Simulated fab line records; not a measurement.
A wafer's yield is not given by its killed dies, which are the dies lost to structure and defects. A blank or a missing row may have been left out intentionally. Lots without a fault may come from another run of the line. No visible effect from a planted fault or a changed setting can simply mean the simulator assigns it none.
The tool behind it: which one? + flow n5Finfet + Sampling: 10 lots, 30 wafers, 5 of 1938 route steps

## WHAT THE GAUGES READ, wafer by wafer
N5_BEOL_M4_RC_MEAS_101. Usual: DIBL_N 36.4 mV/V, standard deviation 1.3; DIBL_P 36.5 mV/V, standard deviation 1.7; IOFF_N 0.154 nA/um, standard deviation 0.022; IOFF_P 0.202 nA/um, standard deviation 0.025; ION_N 671 uA/um, standard deviation 9.8; ION_P 460 uA/um, standard deviation 6.8; SS_N 71.6 mV/dec, standard deviation 0.54; SS_P 73.4 mV/dec, standard deviation 0.58; VT_N 250.9 mV, standard deviation 2.8; VT_P -251.4 mV, standard deviation 2.7.
| lot  | measured     | on        | DIBL_N (mV/V)  | DIBL_P (mV/V)  | IOFF_N (nA/um)    | IOFF_P (nA/um)    | ION_N (uA/um) | ION_P (uA/um) | SS_N (mV/dec)  | SS_P (mV/dec)  | VT_N (mV)         | VT_P (mV)            | flag |
|------|--------------|-----------|----------------|----------------|-------------------|-------------------|---------------|---------------|----------------|----------------|-------------------|----------------------|------|
| L572 | day 7 23:53  | prober-01 | 39.0 39.4 40.5 | 37.2 37.7 39.9 | 0.176 0.183 0.224 | 0.213 0.222 0.259 | 686 683 697   | 469 461 477   | 73.3 72.5 72.8 | 74.2 74.1 74.2 | 247.0 247.6 244.5 | -251.2 -249.5 -250.8 |      |
| L573 | day 8 04:26  | prober-02 | 37.2 34.8 37.4 | 35.9 33.7 36.4 | 0.159 0.124 0.168 | 0.181 0.161 0.194 | 682 668 674   | 449 458 452   | 73.0 71.3 72.1 | 73.1 73.1 72.9 | 252.0 255.4 250.2 | -252.2 -252.7 -252.2 |      |
| L575 | day 8 14:12  | prober-02 | 39.3 36.8 35.7 | 38.5 36.2 34.4 | 0.174 0.132 0.116 | 0.185 0.155 0.142 | 669 662 657   | 447 446 444   | 72.4 71.7 71.4 | 74.5 72.9 73.5 | 252.2 253.1 258.6 | -256.8 -256.9 -256.9 |      |
| L577 | day 9 02:28  | prober-02 | 36.6 36.0 35.3 | 37.2 36.3 35.5 | 0.147 0.145 0.134 | 0.204 0.201 0.183 | 679 694 665   | 463 469 460   | 72.0 71.6 71.7 | 73.4 72.9 73.3 | 249.0 250.9 251.9 | -249.7 -250.8 -252.3 |      |
| L587 | day 11 21:14 | prober-01 | 37.2 35.0 36.2 | 35.4 34.6 35.3 | 0.176 0.140 0.156 | 0.210 0.197 0.205 | 665 667 663   | 452 457 456   | 72.6 72.0 71.8 | 73.9 73.3 73.6 | 250.9 252.5 250.5 | -251.1 -249.8 -248.8 |      |
| L588 | day 12 01:38 | prober-01 | 33.6 34.6 35.3 | 33.9 35.4 36.2 | 0.125 0.136 0.144 | 0.181 0.197 0.205 | 662 671 667   | 457 463 457   | 70.7 71.0 71.8 | 72.4 73.3 73.4 | 255.2 252.1 253.1 | -250.4 -249.0 -250.7 |      |
| L591 | day 12 18:36 | prober-01 | 35.8 38.0 36.2 | 35.5 37.1 35.9 | 0.135 0.161 0.139 | 0.225 0.260 0.243 | 662 656 655   | 466 461 458   | 70.9 72.7 71.7 | 73.0 73.9 73.3 | 253.4 249.9 252.5 | -250.0 -247.8 -245.9 |      |
| L592 | day 13 07:52 | prober-01 | 37.1 37.6 37.2 | 35.6 37.3 37.7 | 0.163 0.188 0.193 | 0.198 0.241 0.248 | 661 676 687   | 449 463 469   | 71.9 71.9 71.4 | 73.7 74.4 73.6 | 250.8 244.2 246.1 | -252.9 -245.9 -245.7 |      |
| L595 | day 13 17:35 | prober-01 | 36.1 37.4 37.3 | 37.4 38.9 38.9 | 0.157 0.189 0.187 | 0.192 0.220 0.211 | 677 685 669   | 453 465 455   | 71.5 71.6 71.8 | 73.3 74.2 73.7 | 247.4 245.6 248.7 | -252.0 -250.3 -251.6 |      |
| L594 | day 13 22:59 | prober-01 | 34.7 35.0 35.2 | 34.7 35.3 36.0 | 0.130 0.134 0.145 | 0.191 0.199 0.215 | 662 679 672   | 459 466 464   | 71.6 70.6 71.2 | 72.5 72.7 72.4 | 253.3 251.0 250.8 | -251.2 -248.1 -249.1 |      |

## WHAT TOOL EACH LOT RAN ON (gives the tool, then ch and the chambers of the sampled wafers, and finally the start)
| lot  | N5_BEOL_M1_ALD_84                  | N5_BEOL_M1_SPUTTER_48       | N5_BEOL_M1_SPUTTER_79       | N5_BEOL_M1_SPUTTER_86       |
|------|------------------------------------|-----------------------------|-----------------------------|-----------------------------|
| L572 | aldMetal-02 ch 0,1,2, day 6 05:02  | pvdSputter-03, day 6 05:33  | pvdSputter-03, day 6 05:46  | pvdSputter-03, day 6 06:13  |
| L573 | aldMetal-04 ch 1,2,3, day 6 14:21  | pvdSputter-01, day 6 15:06  | pvdSputter-01, day 6 15:19  | pvdSputter-01, day 6 15:46  |
| L575 | aldMetal-01 ch 0,1,3, day 7 03:14  | pvdSputter-02, day 7 05:30  | pvdSputter-02, day 7 05:43  | pvdSputter-02, day 7 06:10  |
| L577 | aldMetal-02 ch 2,3, day 7 10:34    | pvdSputter-01, day 7 11:05  | pvdSputter-01, day 7 11:18  | pvdSputter-01, day 7 11:44  |
| L587 | aldMetal-02 ch 0,2, day 10 03:51   | pvdSputter-01, day 10 04:46 | pvdSputter-01, day 10 04:59 | pvdSputter-01, day 10 05:25 |
| L588 | aldMetal-02 ch 0,1,2, day 10 08:24 | pvdSputter-01, day 10 08:54 | pvdSputter-01, day 10 09:07 | pvdSputter-01, day 10 09:34 |
| L591 | aldMetal-01 ch 0,2, day 11 06:47   | pvdSputter-02, day 11 07:24 | pvdSputter-02, day 11 07:37 | pvdSputter-02, day 11 08:04 |
| L592 | aldMetal-04 ch 1,3, day 11 15:07   | pvdSputter-01, day 11 15:41 | pvdSputter-01, day 11 15:55 | pvdSputter-01, day 11 16:21 |
| L595 | aldMetal-02 ch 0,2,3, day 12 08:34 | pvdSputter-02, day 12 09:05 | pvdSputter-02, day 12 09:18 | pvdSputter-02, day 12 09:44 |
| L594 | aldMetal-02 ch 0,1,2, day 12 12:23 | pvdSputter-01, day 12 13:13 | pvdSputter-01, day 12 13:26 | pvdSputter-01, day 12 13:53 |
- N5_BEOL_M1_ALD_84: deposits TaN, pulse time 2 s, purge time 3 s, co reactant purge time 2 s.
- N5_BEOL_M1_SPUTTER_48: material Cu, target thk 4.5 nm, time 8.29 s.
- N5_BEOL_M1_SPUTTER_79: material Cu, target thk 4.5 nm, time 8.29 s.
- N5_BEOL_M1_SPUTTER_86: material Cu, target thk 4.5 nm, time 8.29 s.

## AS READ BY THE TOOLS THEMSELVES (means over the sampled wafers that have a number; for cases with no such wafer, the mark the record gives instead)
N5_BEOL_M1_ALD_84. Usual: heaterPowerW 435 W, standard deviation 37; precursorVesselCarrierSccm 1000 sccm, standard deviation 3.1.
| lot  | tool        | heaterPowerW (W) | precursorVesselCarrierSccm (sccm) | flag |
|------|-------------|------------------|-----------------------------------|------|
| L572 | aldMetal-02 | 432              | 1001                              |      |
| L573 | aldMetal-04 | 428              | 999                               |      |
| L575 | aldMetal-01 | 443              | 1001                              |      |
| L577 | aldMetal-02 | 457              | 1001                              |      |
| L587 | aldMetal-02 | 458              | 1001                              |      |
| L588 | aldMetal-02 | 433              | 1001                              |      |
| L591 | aldMetal-01 | 375              | 1002                              |      |
| L592 | aldMetal-04 | 425              | 1000                              |      |
| L595 | aldMetal-02 | 446              | 1000                              |      |
| L594 | aldMetal-02 | 435              | 1000                              |      |

N5_BEOL_M1_SPUTTER_48. Usual: chamberPressurePa 0.06998 Pa, standard deviation 0.00013; chuckGasFlowSccm 1.27 sccm, standard deviation 0.052; throttleValvePct 29.6 %, standard deviation 0.94.
| lot  | tool          | chamberPressurePa (Pa) | chuckGasFlowSccm (sccm) | throttleValvePct (%) | flag |
|------|---------------|------------------------|-------------------------|----------------------|------|
| L572 | pvdSputter-03 | 0.06995                | 1.21                    | 30.6                 |      |
| L573 | pvdSputter-01 | 0.07007                | 1.28                    | 29.5                 |      |
| L575 | pvdSputter-02 | 0.07002                | 1.28                    | 29.0                 |      |
| L577 | pvdSputter-01 | 0.07002                | 1.28                    | 28.9                 |      |
| L587 | pvdSputter-01 | -                      | -                       | -                    | OFF  |
| L588 | pvdSputter-01 | -                      | -                       | -                    | OFF  |
| L591 | pvdSputter-02 | 0.06996                | 1.31                    | 28.5                 |      |
| L592 | pvdSputter-01 | 0.07010                | 1.32                    | 29.4                 |      |
| L595 | pvdSputter-02 | 0.06999                | 1.27                    | 29.1                 |      |
| L594 | pvdSputter-01 | 0.07008                | 1.21                    | 29.8                 |      |

N5_BEOL_M1_SPUTTER_79. Usual: chamberPressurePa 0.07 Pa, standard deviation 0.00015; chuckGasFlowSccm 1.27 sccm, standard deviation 0.051; throttleValvePct 29.6 %, standard deviation 0.96.
| lot  | tool          | chamberPressurePa (Pa) | chuckGasFlowSccm (sccm) | throttleValvePct (%) | flag |
|------|---------------|------------------------|-------------------------|----------------------|------|
| L572 | pvdSputter-03 | 0.07                   | 1.25                    | 30.5                 |      |
| L573 | pvdSputter-01 | 0.07                   | 1.28                    | 29.6                 |      |
| L575 | pvdSputter-02 | 0.07                   | 1.31                    | 29.2                 |      |
| L577 | pvdSputter-01 | 0.07                   | 1.25                    | 28.8                 |      |
| L587 | pvdSputter-01 | 0.07                   | 1.30                    | 29.3                 |      |
| L588 | pvdSputter-01 | 0.07                   | 1.29                    | 29.7                 |      |
| L591 | pvdSputter-02 | 0.07                   | 1.26                    | 28.4                 |      |
| L592 | pvdSputter-01 | 0.07                   | 1.25                    | 29.3                 |      |
| L595 | pvdSputter-02 | 0.07                   | 1.25                    | 29.2                 |      |
| L594 | pvdSputter-01 | 0.07                   | 1.21                    | 29.7                 |      |

N5_BEOL_M1_SPUTTER_86. Usual: chamberPressurePa 0.07 Pa, standard deviation 0.00015; chuckGasFlowSccm 1.28 sccm, standard deviation 0.054; throttleValvePct 29.6 %, standard deviation 0.97.
| lot  | tool          | chamberPressurePa (Pa) | chuckGasFlowSccm (sccm) | throttleValvePct (%) | flag |
|------|---------------|------------------------|-------------------------|----------------------|------|
| L572 | pvdSputter-03 | 0.07                   | 1.25                    | 30.7                 |      |
| L573 | pvdSputter-01 | 0.07                   | 1.29                    | 29.6                 |      |
| L575 | pvdSputter-02 | 0.07                   | 1.34                    | 29.2                 |      |
| L577 | pvdSputter-01 | 0.07                   | 1.27                    | 28.9                 |      |
| L587 | pvdSputter-01 | 0.07                   | 1.26                    | 29.3                 |      |
| L588 | pvdSputter-01 | 0.07                   | 1.26                    | 29.9                 |      |
| L591 | pvdSputter-02 | 0.07                   | 1.25                    | 28.4                 |      |
| L592 | pvdSputter-01 | 0.07                   | 1.28                    | 29.3                 |      |
| L595 | pvdSputter-02 | 0.07                   | 1.29                    | 29.1                 |      |
| L594 | pvdSputter-01 | 0.07                   | 1.23                    | 29.8                 |      |

## THE ANSWER, worked out from the rows above alone
Rule: take the mean of a lot's wafers that have a number; if it is more than 3 standard deviations from the usual mean, the lot is off. Also off: a lot with no number at a reading for which 4 or more lots have one. All remaining lots with rows at the step are treated as sound. Order of review: gauges by route order, followed by the tools' own readings, for which a lot's mean as printed above is used. At the first step where some lot is off, the reading lying furthest off is the one used; lots without a number count as furthest.
Off at N5_BEOL_M1_SPUTTER_48 (chamberPressurePa): L587, L588. Without a number there: L587, L588.
If a tool, at that step or one of the process steps before it, ran each lot that is off and ran no sound lot following the first of them, it fits. None of those tried fits.

## WHAT THE SIMULATOR HAD PUT IN
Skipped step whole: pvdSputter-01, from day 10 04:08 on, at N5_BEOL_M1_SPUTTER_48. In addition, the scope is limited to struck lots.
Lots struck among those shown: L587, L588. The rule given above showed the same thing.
